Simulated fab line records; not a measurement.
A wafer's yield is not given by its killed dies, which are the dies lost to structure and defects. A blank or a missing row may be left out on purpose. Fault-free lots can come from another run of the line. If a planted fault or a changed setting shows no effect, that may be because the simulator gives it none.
fab line records | flow n5_finfet
record: lots: 24 wafers: 72 last_day: 20
route steps=1938 shown SD_EPI_P@304 ILD0@335 SDB@357
lots untouched by any fault: they come from a run of this same line in which no faults occurred
start_h: hours from the record's opening day to when the first of the lot's shown wafers began | wait_h: hours elapsed since this lot's preceding step | " the same as in the row above | L1.1+2: one row covering several wafers at once | - value missing, or start not given | * or withheld: withheld | < > ~ a bound
route shown NAME@n: NAME is a module with steps in the file, n the number in the route of the first one | usual: mean and standard deviation over wafers with no fault | same: alike in all rows | chamber/n: place in a boat | sites: each site's reading | _std_site: their standard deviation | _edge_site: outer sites' mean less inner sites' | radius_mm: how far each site lies from the wafer's centre | mask NAME#n: copy n | behind: the most recent tool/chamber to have shaped the wafer | hold: cause of the lot's hold/its duration in hours/its outcome | device: the n, p or np transistor that did not switch | end of line: tests run on the same wafers once the route is complete | where a step has no rows: the recipe by itself | killed: not the wafer's yield, but the dies lost to structure and defects at the first sort | map: shows each die of a wafer: x if killed, . if not, _ if none is there
set.NAME: the setting as run; set.NAME@STEP: as run at that earlier step | model.NAME: the simulator's own value behind a step, which no gauge read
steps of the route over a sample of lots; a table a step, a row a wafer
services: the hour from which a tool's chamber was out of use, counted from the record's first day as start_h (under 0 if before that day), plus the number of hours and why
== steps ==
step: N5_SD_EPI_P_OVL_MEAS_10
recipe: points_per_wafer: 44
usual: SD_P_BLK_OVL: -0.1/0.74
columns lot.wafer tool chamber start_h wait_h SD_P_BLK_OVL[nm]
L074.1 overlay-01 0 56.16 0.0 -0.8
L074.2 " 0 " " -0.1
L074.5 " 0 " " -0.3
L075.1 overlay-02 0 60.52 0.0 -0.7
L075.5 " 0 " " -0.5
L075.6 " 0 " " -0.5
L076.2 overlay-02 0 65.85 0.0 -1.4
L076.3 " 0 " " 0.4
L076.5 " 0 " " 0.3
L077.1 overlay-01 0 72.27 0.0 0.5
L077.4 " 0 " " 0.5
L077.5 " 0 " " 0.9
L078.1 overlay-01 0 78.10 0.0 -0.6
L078.5 " 0 " " -0.4
L078.6 " 0 " " -0.7
L079.1 overlay-02 0 85.49 0.0 0.7
L079.4 " 0 " " 1.4
L079.5 " 0 " " 1.0
L080.1 overlay-01 0 93.41 0.0 0.0
L080.5 " 0 " " -0.6
L080.6 " 0 " " -0.7
L081.4 overlay-01 0 97.19 0.0 0.2
L081.5 " 0 " " 0.6
L081.6 " 0 " " -0.5
L082.2 overlay-01 0 103.93 0.0 0.3
L082.4 " 0 " " -0.9
L082.5 " 0 " " 0.7
L083.4 overlay-01 0 109.29 0.0 -0.3
L083.5 " 0 " " 0.2
L083.6 " 0 " " 0.1
L084.1 overlay-02 0 116.65 0.0 -0.3
L084.2 " 0 " " 0.8
L084.4 " 0 " " 0.0
L085.2 overlay-01 0 121.05 0.0 0.4
L085.3 " 0 " " 0.0
L085.5 " 0 " " 0.3
L086.2 overlay-02 0 127.91 0.0 0.3
L086.4 " 0 " " 0.6
L086.6 " 0 " " -0.4
L087.3 overlay-02 0 130.17 0.0 1.1
L087.4 " 0 " " 1.2
L087.6 " 0 " " 1.4
L088.4 overlay-02 0 144.40 0.0 -0.8
L088.5 " 0 " " -1.8
L088.6 " 0 " " -0.9
L089.1 overlay-02 0 148.92 0.0 0.2
L089.3 " 0 " " 1.1
L089.4 " 0 " " 0.0
L090.2 overlay-02 0 150.01 0.0 1.3
L090.4 " 0 " " 0.7
L090.6 " 0 " " 0.0
L091.2 overlay-01 0 158.17 0.0 -0.3
L091.4 " 0 " " -0.2
L091.5 " 0 " " -0.8
L092.2 overlay-01 0 163.31 0.0 -1.0
L092.4 " 0 " " -0.9
L092.6 " 0 " " -0.4
L093.1 overlay-01 0 166.63 0.0 -0.9
L093.4 " 0 " " 0.1
L093.5 " 0 " " -1.0
L094.1 overlay-02 0 175.19 0.0 -0.7
L094.2 " 0 " " -1.0
L094.4 " 0 " " -0.5
L095.3 overlay-01 0 181.30 0.0 -0.6
L095.4 " 0 " " -2.3
L095.6 " 0 " " -1.7
L096.2 overlay-02 0 193.78 0.0 -0.2
L096.4 " 0 " " -0.4
L096.6 " 0 " " -0.1
L097.1 overlay-02 0 195.44 0.0 -0.7
L097.2 " 0 " " -1.3
L097.6 " 0 " " 0.1
step: N5_SD_EPI_P_STRIP_40
recipe: chemistry: N2/H2 power_w: 1000 temp_c: 250 h2_frac: 0.65 overash_fraction: 0.3 pressure_mtorr: withheld n2_flow_sccm: 1750 h2_flow_sccm: 3250
usual: drypump_motor_current_A: 6.1/0.34 heater_power_w: 329/48 oes_product_au: 0.763/0.01
columns lot.wafer tool chamber start_h wait_h drypump_motor_current_A heater_power_w oes_product_au rf_hours_counter_h
L074.1 plasma_asher-01 0 57.27 0.0 5.7 263 0.771 77
L074.2 " 1 " " 5.5 349 0.784 77
L074.5 " 0 " " 5.7 261 0.765 -
L075.1 plasma_asher-02 0 61.43 0.0 6.2 385 0.762 33
L075.5 " 1 " " 6.5 291 0.758 -
L075.6 " 0 " " 6.1 380 0.756 -
L076.2 plasma_asher-02 1 66.74 0.0 6.5 284 0.766 34
L076.3 " 0 " " 6.1 381 0.763 -
L076.5 " 0 " " 6.1 386 0.773 -
L077.1 plasma_asher-02 0 73.62 0.0 6.2 382 0.744 36
L077.4 " 1 " " 6.5 284 0.757 -
L077.5 " 0 " " 6.2 385 0.782 -
L078.1 plasma_asher-02 1 79.30 0.3 6.5 290 0.764 38
L078.5 " 0 " " 6.1 390 0.743 -
L078.6 " 1 " " 6.5 287 0.767 -
L079.1 plasma_asher-02 1 86.38 0.0 6.4 283 0.768 42
L079.4 " 1 " " 6.4 288 0.769 -
L079.5 " 1 " " 6.4 282 0.768 -
L080.1 plasma_asher-02 1 94.40 0.0 6.5 288 0.758 44
L080.5 " 1 " " 6.5 280 0.749 -
L080.6 " 0 " " 6.1 387 0.765 -
L081.4 plasma_asher-02 0 98.09 0.0 6.1 390 0.771 -
L081.5 " 1 " " 6.5 293 0.753 -
L081.6 " 0 " " 6.1 388 0.773 -
L082.2 plasma_asher-02 1 104.83 0.0 6.5 292 0.770 47
L082.4 " 0 " " 6.1 380 0.765 -
L082.5 " 1 " " 6.5 293 0.772 -
L083.4 plasma_asher-02 0 110.20 0.0 6.1 386 0.767 -
L083.5 " 1 " " 6.5 287 0.756 -
L083.6 " 0 " " 6.2 387 0.799 -
L084.1 plasma_asher-02 1 117.53 0.0 6.5 282 0.774 49
L084.2 " 0 " " 6.1 387 0.765 49
L084.4 " 1 " " 6.4 289 0.761 -
L085.2 plasma_asher-02 0 121.94 0.0 6.1 373 0.769 50
L085.3 " 1 " " 6.5 288 0.757 -
L085.5 " 1 " " 6.5 277 0.750 -
L086.2 plasma_asher-02 0 128.80 0.0 6.1 384 0.761 52
L086.4 " 0 " " 6.1 396 0.756 -
L086.6 " 1 " " 6.4 284 0.776 -
L087.3 plasma_asher-02 1 131.08 0.0 6.5 294 0.766 -
L087.4 " 0 " " 6.1 388 0.741 -
L087.6 " 1 " " 6.4 295 0.758 -
L088.4 plasma_asher-01 1 145.31 0.0 5.5 346 0.763 -
L088.5 " 1 " " 5.5 345 0.745 -
L088.6 " 0 " " 5.7 263 0.758 -
L089.1 plasma_asher-02 0 149.81 0.0 6.1 378 0.770 56
L089.3 " 0 " " 6.1 383 0.773 -
L089.4 " 1 " " 6.4 290 0.776 -
L090.2 plasma_asher-02 0 151.40 0.0 6.1 391 0.781 56
L090.4 " 0 " " 6.1 376 0.766 -
L090.6 " 1 " " 6.5 285 0.761 -
L091.2 plasma_asher-02 0 159.15 0.0 6.1 379 0.775 58
L091.4 " 0 " " 6.1 379 0.755 -
L091.5 " 0 " " 6.1 374 0.765 -
L092.2 plasma_asher-01 0 164.71 0.0 5.7 258 0.777 93
L092.4 " 0 " " 5.8 264 0.771 -
L092.6 " 0 " " 5.8 263 0.762 -
L093.1 plasma_asher-01 0 168.97 0.0 5.8 261 0.756 94
L093.4 " 0 " " 5.8 266 0.757 -
L093.5 " 0 " " 5.7 260 0.759 -
L094.1 plasma_asher-01 0 176.08 0.0 5.7 264 0.766 95
L094.2 " 1 " " 5.5 345 0.750 95
L094.4 " 0 " " 5.7 265 0.776 -
L095.3 plasma_asher-02 0 182.20 0.0 6.1 384 0.734 -
L095.4 " 1 " " 6.4 285 0.759 -
L095.6 " 1 " " 6.5 273 0.746 -
L096.2 plasma_asher-02 1 194.91 0.0 6.5 291 0.755 66
L096.4 " 1 " " 6.5 290 0.758 -
L096.6 " 0 " " 6.2 385 0.755 -
L097.1 plasma_asher-01 1 196.35 0.0 5.4 350 0.772 98
L097.2 " 0 " " 5.7 269 0.746 98
L097.6 " 1 " " 5.5 353 0.763 -
step: N5_ILD0_LINER_00
recipe: material: SiNx target_thk_a: 40 temp_c: 400 ald_precursor_family: SiH2I2 ald_co_reactant: N2/H2-plasma pulse_time_s: 1 purge_time_s: 2 co_reactant_purge_time_s: 2 ald_cycles: 80 pressure_torr: 2
usual: heater_power_w: 849/62 precursor_pulse_height_rel: 0.999/0.022
same: purge_time_s: 2
columns lot.wafer tool chamber start_h wait_h heater_power_w precursor_pulse_height_rel
L074.1 ald_sin-03 0 61.00 0.0 864 1.000
L074.2 " 3 " " 924 1.007
L074.5 " 3 " " 927 0.989
L075.1 ald_sin-04 1 66.23 0.0 763 0.985
L075.5 " 2 " " 763 0.992
L075.6 " 3 " " 825 0.990
L076.2 ald_sin-02 0 70.90 0.5 906 1.023
L076.3 " 3 " " 949 1.018
L076.5 " 3 " " 936 0.983
L077.1 ald_sin-04 1 77.30 0.0 794 1.043
L077.4 " 1 " " 768 1.013
L077.5 " 0 " " 894 0.984
L078.1 ald_sin-03 1 84.08 0.0 826 1.017
L078.5 " 0 " " 839 0.976
L078.6 " 1 " " 825 1.032
L079.1 ald_sin-02 3 90.66 0.0 926 1.015
L079.4 " 2 " " 784 1.014
L079.5 " 1 " " 878 0.986
L080.1 ald_sin-02 2 98.11 0.0 794 1.024
L080.5 " 0 " " 907 0.994
L080.6 " 1 " " 872 1.032
L081.4 ald_sin-03 1 102.62 0.0 801 1.005
L081.5 " 0 " " 830 1.003
L081.6 " 1 " " 800 0.985
L082.2 ald_sin-02 1 108.59 0.0 874 1.006
L082.4 " 0 " " 914 1.011
L082.5 " 0 " " 909 0.997
L083.4 ald_sin-04 2 114.83 0.2 748 0.991
L083.5 " 3 " " 834 0.957
L083.6 " 0 " " 920 0.993
L084.1 ald_sin-03 0 122.05 0.0 868 1.002
L084.2 " 3 " " 888 1.008
L084.4 " 1 " " 811 0.983
L085.2 ald_sin-04 2 125.62 0.0 760 0.968
L085.3 " 1 " " 795 1.019
L085.5 " 1 " " 782 0.964
L086.2 ald_sin-03 3 133.42 0.0 931 0.984
L086.4 " 0 " " 851 1.011
L086.6 " 0 " " 837 1.018
L087.3 ald_sin-02 1 135.68 0.1 876 0.998
L087.4 " 0 " " 931 1.031
L087.6 " 0 " " 926 0.992
L088.4 ald_sin-02 0 149.30 0.3 906 0.999
L088.5 " 1 " " 870 0.983
L088.6 " 0 " " 937 0.973
L089.1 ald_sin-02 1 153.51 0.0 878 1.010
L089.3 " 2 " " 786 1.034
L089.4 " 0 " " 915 1.009
L090.2 ald_sin-04 1 155.95 0.0 772 1.016
L090.4 " 0 " " 914 0.987
L090.6 " 1 " " 768 1.003
L091.2 ald_sin-03 0 163.70 0.0 833 0.985
L091.4 " 2 " " 848 0.969
L091.5 " 1 " " 785 1.009
L092.2 ald_sin-04 1 168.52 0.0 791 0.989
L092.4 " 0 " " 870 0.996
L092.6 " 0 " " 908 1.008
L093.1 ald_sin-02 0 174.61 0.0 948 0.987
L093.4 " 2 " " 781 1.003
L093.5 " 3 " " 882 1.018
L094.1 ald_sin-03 3 181.86 0.2 898 0.973
L094.2 " 0 " " 851 1.039
L094.4 " 2 " " 866 1.006
L095.3 ald_sin-02 0 187.24 1.4 917 1.011
L095.4 " 2 " " 786 0.998
L095.6 " 0 " " 918 0.992
L096.2 ald_sin-04 2 198.73 0.0 729 1.005
L096.4 " 3 " " 765 0.987
L096.6 " 0 " " 910 0.947
L097.1 ald_sin-04 3 200.15 0.0 787 0.954
L097.2 " 2 " " 700 1.013
L097.6 " 2 " " 715 1.024
step: N5_ILD0_CMP_12
recipe: stop_on: poly-Si material: SiNx t_overpolish_s: 6 post_cmp_clean: alkaline_brush down_force_psi: 2.5 platen_rpm: 51.8 pad_velocity_m_s: 1.0307 target_thk_nm: 17.67
usual: motor_current_A: 9.3/0.74 overpolish_run_s: 5.999/0.0097 platen_rpm: 51.80/0.038 slurry_filter_dp_kPa: 13.52/0.13 time_to_endpoint_s: 29.2/2.3
columns lot.wafer tool chamber start_h wait_h motor_current_A overpolish_run_s platen_rpm slurry_filter_dp_kPa time_to_endpoint_s
L074.1 cmp-01 1 66.90 1.1 9.0 5.995 51.77 13.51 33.0
L074.2 " 3 " " 9.1 5.996 51.86 13.52 31.0
L074.5 " 1 " " 9.4 5.981 51.78 13.63 31.2
L075.1 cmp-03 1 72.16 1.1 7.9 6.013 51.80 13.32 28.7
L075.6 " 1 " " 8.1 5.995 51.81 13.48 29.0
L075.5 " 2 " " 10.7 5.995 51.76 13.54 27.5
L076.3 cmp-01 3 76.88 1.2 9.2 5.980 51.72 13.43 33.8
L076.2 " 1 " " 9.1 6.000 51.84 13.48 29.8
L076.5 " 3 " " 8.6 5.986 51.73 13.39 30.9
L077.4 cmp-03 1 83.22 1.1 8.1 6.004 51.73 13.43 30.9
L077.1 " 2 " " 10.7 6.010 51.79 13.62 29.4
L077.5 " 1 " " 7.3 6.002 51.77 13.39 28.2
L078.1 cmp-03 2 90.29 1.2 10.6 5.998 51.80 13.79 28.9
L078.6 " 1 " " 8.0 5.985 51.84 13.36 28.7
L078.5 " 2 " " 10.5 5.972 51.85 13.66 26.9
L079.4 cmp-01 3 96.85 1.2 8.7 5.995 51.78 13.50 31.5
L079.1 " 0 " " 10.7 5.999 51.79 13.45 28.8
L079.5 " 1 " " 9.3 6.003 51.75 13.59 29.8
L080.1 cmp-03 3 104.33 1.4 10.0 5.985 51.74 13.61 28.2
L080.6 " 0 " " 8.7 6.014 51.84 13.51 26.1
L080.5 " 1 " " 8.1 5.991 51.82 13.52 25.2
L081.4 cmp-03 3 108.77 1.2 10.1 5.994 51.76 13.61 23.7
L081.5 " 1 " " 7.8 5.995 51.78 13.64 25.4
L081.6 " 2 " " 10.9 5.998 51.82 13.80 24.2
L082.2 cmp-01 1 114.90 1.2 9.4 6.000 51.86 13.72 27.5
L082.4 " 3 " " 8.7 5.984 51.75 13.36 28.7
L082.5 " 0 " " 10.0 5.993 51.80 13.78 30.1
L083.4 cmp-01 0 120.89 1.1 9.7 5.995 51.79 13.74 29.7
L083.5 " 0 " " 9.5 5.986 51.73 13.55 28.6
L083.6 " 1 " " 9.4 5.993 51.79 13.58 29.6
L084.2 cmp-01 1 128.75 1.1 9.4 5.993 51.84 13.46 30.3
L084.4 " 3 " " 9.0 5.987 51.82 13.71 29.1
L084.1 " 0 " " 10.1 5.998 51.86 13.55 28.6
L085.2 cmp-01 0 131.67 1.2 9.6 5.990 51.79 13.65 27.0
L085.3 " 1 " " 9.8 6.000 51.79 13.66 28.4
L085.5 " 2 " " 9.5 6.003 51.80 13.66 28.9
L086.4 cmp-04 1 139.51 1.1 9.5 5.988 51.83 13.48 27.2
L086.2 " 2 " " 8.8 5.993 51.74 13.53 29.1
L086.6 " 1 " " 9.9 6.006 51.80 13.48 28.1
L087.3 cmp-01 0 141.77 1.3 10.1 5.993 51.80 13.38 31.9
L087.4 " 1 " " 9.5 5.975 51.78 13.66 31.1
L087.6 " 2 " " 9.7 5.995 51.78 13.38 31.5
L088.4 cmp-01 3 155.29 1.1 8.5 5.983 51.77 13.44 34.9
L088.6 " 3 " " 8.8 5.999 51.81 13.50 31.2
L088.5 " 0 " " 10.0 6.000 51.82 13.56 31.8
L089.3 cmp-04 2 160.49 1.8 9.0 5.997 51.80 13.57 28.8
L089.4 " 3 " " 9.2 6.005 51.76 13.53 25.4
L089.1 " 1 " " 9.5 6.001 51.78 13.70 25.6
L090.2 cmp-04 3 162.26 1.5 9.7 6.014 51.89 13.72 25.5
L090.4 " 1 " " 9.7 5.996 51.80 13.54 28.6
L090.6 " 3 " " 9.4 5.995 51.77 13.50 28.1
L091.4 cmp-04 0 169.60 1.1 8.4 6.008 51.75 13.13 25.3
L091.2 " 1 " " 10.0 5.996 51.83 13.33 29.4
L091.5 " 1 " " 9.2 5.980 51.84 13.49 27.0
L092.4 cmp-04 1 174.56 1.1 10.2 5.997 51.74 13.58 28.1
L092.2 " 2 " " 8.9 5.998 51.79 13.64 27.7
L092.6 " 2 " " 9.6 6.011 51.81 13.53 32.1
L093.1 cmp-04 0 180.68 1.2 8.3 6.016 51.81 13.42 29.6
L093.4 " 2 " " 9.5 6.005 51.76 13.51 30.9
L093.5 " 3 " " 9.1 5.998 51.83 13.25 29.3
L094.1 cmp-01 3 188.40 1.2 8.8 5.999 51.87 13.41 29.2
L094.2 " 0 " " 9.6 6.008 51.87 13.67 28.5
L094.4 " 2 " " 9.8 5.994 51.77 13.28 30.5
L095.3 cmp-01 3 194.84 1.1 8.7 6.003 51.83 13.64 32.7
L095.4 " 2 " " 9.7 6.002 51.82 13.55 34.1
L095.6 " 0 " " 10.0 6.003 51.90 13.50 30.8
L096.4 cmp-04 2 206.11 1.1 8.9 5.992 51.81 13.49 34.1
L096.2 " 3 " " 9.2 6.004 51.75 13.36 29.4
L096.6 " 2 " " 9.2 6.002 51.84 13.66 29.7
L097.1 cmp-04 1 207.47 1.4 9.6 5.996 51.76 13.36 30.7
L097.2 " 2 " " 9.1 5.995 51.82 13.53 30.7
L097.6 " 0 " " 8.8 5.996 51.79 13.61 31.8
step: N5_SDB_OVL_MEAS_12
recipe: points_per_wafer: 44
usual: SDB_OVL: -0.1/0.84
columns lot.wafer tool chamber start_h wait_h SDB_OVL[nm]
L074.1 overlay-01 0 67.62 0.0 -0.3
L074.2 " 0 " " -0.9
L074.5 " 0 " " 0.3
L075.1 overlay-02 0 73.01 0.0 1.3
L075.5 " 0 " " -0.1
L075.6 " 0 " " 0.7
L076.2 overlay-01 0 77.55 0.0 0.1
L076.3 " 0 " " -0.9
L076.5 " 0 " " -0.6
L077.1 overlay-01 0 84.11 0.1 -1.6
L077.4 " 0 " " -0.4
L077.5 " 0 " " -0.2
L078.1 overlay-02 0 91.12 0.0 0.5
L078.5 " 0 " " 0.5
L078.6 " 0 " " -0.5
L079.1 overlay-01 0 97.72 0.0 0.7
L079.4 " 0 " " 0.9
L079.5 " 0 " " 0.8
L080.1 overlay-02 0 105.06 0.0 -1.2
L080.5 " 0 " " -0.4
L080.6 " 0 " " 0.0
L081.4 overlay-02 0 109.44 0.0 1.3
L081.5 " 0 " " 1.2
L081.6 " 0 " " 0.0
L082.2 overlay-01 0 115.70 0.0 0.2
L082.4 " 0 " " 0.1
L082.5 " 0 " " -0.9
L083.4 overlay-01 0 121.73 0.0 -0.8
L083.5 " 0 " " -1.7
L083.6 " 0 " " 0.0
L084.1 overlay-01 0 129.61 0.0 0.0
L084.2 " 0 " " 0.1
L084.4 " 0 " " -1.2
L085.2 overlay-02 0 132.46 0.0 -0.8
L085.3 " 0 " " -0.7
L085.5 " 0 " " -0.5
L086.2 overlay-02 0 140.22 0.0 -0.2
L086.4 " 0 " " 0.4
L086.6 " 0 " " -0.3
L087.3 overlay-01 0 142.53 0.0 -0.4
L087.4 " 0 " " -0.7
L087.6 " 0 " " 0.1
L088.4 overlay-01 0 156.13 0.0 1.8
L088.5 " 0 " " 0.4
L088.6 " 0 " " 0.9
L089.1 overlay-01 0 161.20 0.0 -2.0
L089.3 " 0 " " -2.1
L089.4 " 0 " " -0.7
L090.2 overlay-01 0 163.06 0.0 0.4
L090.4 " 0 " " 0.7
L090.6 " 0 " " 1.1
L091.2 overlay-02 0 170.32 0.0 -1.1
L091.4 " 0 " " -1.1
L091.5 " 0 " " -0.9
L092.2 overlay-01 0 175.40 0.0 0.2
L092.4 " 0 " " 0.2
L092.6 " 0 " " -0.4
L093.1 overlay-02 0 181.49 0.0 0.5
L093.4 " 0 " " 0.9
L093.5 " 0 " " 0.4
L094.1 overlay-02 0 189.24 0.0 -0.9
L094.2 " 0 " " -1.5
L094.4 " 0 " " -0.7
L095.3 overlay-01 0 195.58 0.0 -0.3
L095.4 " 0 " " -1.1
L095.6 " 0 " " -1.7
L096.2 overlay-01 0 206.97 0.0 1.1
L096.4 " 0 " " 1.0
L096.6 " 0 " " 0.1
L097.1 overlay-02 0 208.27 0.0 0.5
L097.2 " 0 " " 0.8
L097.6 " 0 " " 0.0
step: N5_SDB_ETCH_18
recipe: chemistry: N2/H2 target: SOC target_depth_a: 1000 overetch_a: 200 mask_material: SiARC temp_c: 40 time_s: 150 ion_energy_ev: 200 pressure_mtorr: 30 source_w: 840 bias_w: 150 n2_flow_sccm: 200 h2_flow_sccm: 200
usual: drypump_motor_current_A: 5.8/0.5 oes_product_au: 0.68/0.065 rf_fwd_power_W: 837.7/2.7 rf_vpp_V: 522.9/1.7 showerhead_plenum_p_Torr: 2.50/0.052 throttle_valve_pct: 18.02/0.28
columns lot.wafer tool chamber start_h wait_h drypump_motor_current_A oes_product_au rf_fwd_power_W rf_hours_counter_h rf_vpp_V showerhead_plenum_p_Torr throttle_valve_pct
L074.1 rie_diel-05 3 67.80 0.0 5.4 0.67 838.5 167 524.3 2.53 18.25
L074.2 " 1 " " 6.5 0.67 834.5 173 522.9 2.44 18.10
L074.5 " 2 " " 6.3 0.69 835.0 - 524.5 2.55 17.94
L075.1 rie_diel-05 2 73.13 0.0 6.3 0.69 837.9 141 523.3 2.55 17.95
L075.5 " 2 " " 6.3 0.69 835.7 - 524.4 2.55 17.93
L075.6 " 3 " " 5.4 0.65 838.2 - 524.0 2.53 18.23
L076.2 rie_diel-06 0 77.82 0.0 5.7 0.64 836.9 220 524.4 2.51 18.06
L076.3 " 2 " " 5.5 0.76 831.2 60 525.8 2.59 17.74
L076.5 " 3 " " 4.9 0.64 841.3 - 522.7 2.52 18.38
L077.1 rie_diel-06 3 84.24 0.0 4.9 0.65 839.7 207 523.3 2.52 18.39
L077.4 " 1 " " 5.8 0.71 838.2 - 522.4 2.45 17.91
L077.5 " 2 " " 5.5 0.76 837.0 - 524.7 2.59 17.72
L078.1 rie_diel-05 2 91.90 0.0 6.3 0.68 832.5 149 525.0 2.54 17.95
L078.5 " 3 " " 5.4 0.65 836.9 - 524.2 2.52 18.26
L078.6 " 1 " " 6.5 0.66 841.9 - 520.6 2.43 18.08
L079.1 rie_diel-05 3 98.06 0.0 5.4 0.65 837.4 178 524.8 2.52 18.27
L079.4 " 3 " " 5.4 0.65 837.3 - 523.5 2.52 18.26
L079.5 " 1 " " 6.5 0.65 835.3 - 519.8 2.43 18.10
L080.1 rie_diel-03 1 105.18 0.0 5.5 0.64 840.7 211 523.7 2.51 18.28
L080.5 " 3 " " 5.3 0.65 837.6 - 522.9 2.53 17.75
L080.6 " 1 " " 5.5 0.64 837.5 - 523.2 2.51 18.27
L081.4 rie_diel-03 2 109.56 0.0 5.8 0.90 834.8 0 528.9 2.72 17.68
L081.5 " 0 " " 5.7 0.69 840.5 - 520.3 2.45 18.12
L081.6 " 1 " " 5.5 0.63 841.2 - 522.3 2.51 18.27
L082.2 rie_diel-05 3 115.95 0.0 5.4 0.64 840.8 184 522.0 2.52 18.28
L082.4 " 3 " " 5.4 0.65 837.1 - 524.0 2.52 18.28
L082.5 " 2 " " 6.3 0.68 839.8 - 523.9 2.54 17.97
L083.4 rie_diel-06 3 121.90 0.0 4.9 0.64 833.9 220 523.5 2.51 18.41
L083.5 " 3 " " 4.9 0.63 833.5 - 522.8 2.51 18.39
L083.6 " 2 " " 5.5 0.74 837.4 - 525.0 2.58 17.74
L084.1 rie_diel-05 1 129.74 0.0 6.5 0.65 834.4 200 520.3 2.43 18.14
L084.2 " 3 " " 5.4 0.64 837.6 192 523.1 2.52 18.28
L084.4 " 2 " " 6.2 0.67 833.9 - 522.5 2.54 17.98
L085.2 rie_diel-05 1 132.58 0.0 6.5 0.65 841.2 200 521.1 2.43 18.13
L085.3 " 2 " " 6.3 0.67 841.6 166 524.2 2.54 17.98
L085.5 " 2 " " 6.3 0.67 836.3 - 523.3 2.54 17.99
L086.2 rie_diel-03 1 140.35 0.0 5.5 0.63 838.8 224 523.3 2.51 18.29
L086.4 " 3 " " 5.3 0.64 838.6 194 523.1 2.52 17.78
L086.6 " 0 " " 5.7 0.68 836.9 - 521.2 2.44 18.14
L087.3 rie_diel-05 3 142.66 0.0 5.4 0.64 841.0 197 523.2 2.51 18.32
L087.4 " 0 " " 6.5 0.88 837.6 1 522.7 2.50 17.30
L087.6 " 0 " " 6.5 0.88 838.6 - 522.2 2.50 17.34
L088.4 rie_diel-05 3 156.26 0.0 5.4 0.64 835.8 201 522.9 2.51 18.31
L088.5 " 0 " " 6.4 0.86 837.9 - 521.3 2.50 17.32
L088.6 " 3 " " 5.4 0.64 837.6 - 524.9 2.51 18.31
L089.1 rie_diel-06 0 161.33 0.0 5.7 0.63 830.0 240 523.3 2.50 18.09
L089.3 " 1 " " 5.8 0.69 841.1 133 521.4 2.44 17.96
L089.4 " 2 " " 5.5 0.73 838.6 88 526.7 2.58 17.77
L090.2 rie_diel-05 2 164.32 0.0 6.3 0.66 836.2 177 524.7 2.53 17.99
L090.4 " 1 " " 6.5 0.64 835.5 211 521.4 2.42 18.15
L090.6 " 0 " " 6.4 0.84 836.7 - 521.3 2.50 17.33
L091.2 rie_diel-03 3 170.44 0.0 5.3 0.64 834.1 205 524.1 2.52 17.78
L091.4 " 1 " " 5.5 0.61 836.2 - 523.4 2.50 18.32
L091.5 " 3 " " 5.3 0.63 838.8 - 524.3 2.52 17.81
L092.2 rie_diel-06 0 175.52 0.0 5.7 0.63 834.2 245 521.5 2.50 18.10
L092.4 " 3 " " 4.9 0.62 838.0 238 523.0 2.50 18.44
L092.6 " 2 " " 5.6 0.72 838.3 - 524.8 2.57 17.78
L093.1 rie_diel-05 0 181.65 0.0 6.5 0.83 835.3 12 523.8 2.49 17.34
L093.4 " 2 " " 6.3 0.65 831.7 183 524.6 2.53 18.01
L093.5 " 3 " " 5.4 0.63 833.8 - 524.6 2.51 18.31
L094.1 rie_diel-06 3 189.37 0.0 4.9 0.63 834.5 243 523.4 2.50 18.45
L094.2 " 1 " " 5.8 0.69 839.6 144 521.0 2.44 17.99
L094.4 " 3 " " 4.9 0.62 840.0 - 522.9 2.50 18.44
L095.3 rie_diel-06 3 195.71 0.0 4.9 0.61 844.3 248 522.5 2.50 18.45
L095.4 " 1 " " 5.8 0.68 840.8 - 519.3 2.44 18.01
L095.6 " 3 " " 4.9 0.62 842.2 - 522.9 2.50 18.46
L096.2 rie_diel-06 1 207.10 0.0 5.8 0.68 840.5 150 521.6 2.44 18.01
L096.4 " 1 " " 5.8 0.68 840.9 - 519.9 2.44 18.00
L096.6 " 0 " " 5.7 0.87 830.0 - 523.4 2.50 17.69
L097.1 rie_diel-05 0 208.45 0.0 6.5 0.81 837.0 21 521.9 2.49 17.36
L097.2 " 1 " " 6.5 0.64 838.6 226 520.1 2.42 18.17
L097.6 " 1 " " 6.5 0.63 838.9 - 520.0 2.41 18.17
== services ==
columns tool chamber start_h hours kind
rie_diel-06 1 33.60 8.0 repair
cmp-01 - 40.40 8.4 pm
ald_sin-03 0 47.26 11.7 repair
cmp-04 - 56.65 4.0 pm
ald_sin-04 - 64.18 1.5 repair
rie_diel-06 0 64.39 4.9 repair
plasma_asher-01 - 68.81 28.1 pm
ald_sin-03 - 85.25 14.0 pm
rie_diel-05 0 89.36 11.4 repair
cmp-01 - 92.45 1.4 repair
cmp-03 - 95.87 1.1 repair
cmp-04 - 103.27 0.5 repair
plasma_asher-01 - 124.96 2.9 repair
cmp-04 - 129.98 8.6 pm
ald_sin-04 - 136.70 1.3 repair
cmp-04 - 140.16 4.8 pm
ald_sin-02 3 140.63 5.9 repair
cmp-01 - 143.24 4.0 pm
rie_diel-05 - 156.79 2.8 pm
cmp-01 - 159.33 3.0 repair
ald_sin-04 - 174.53 2.8 pm
ald_sin-03 2 183.02 6.6 repair
cmp-04 - 193.48 4.5 repair
cmp-04 - 201.26 0.6 repair
== key ==
fault none
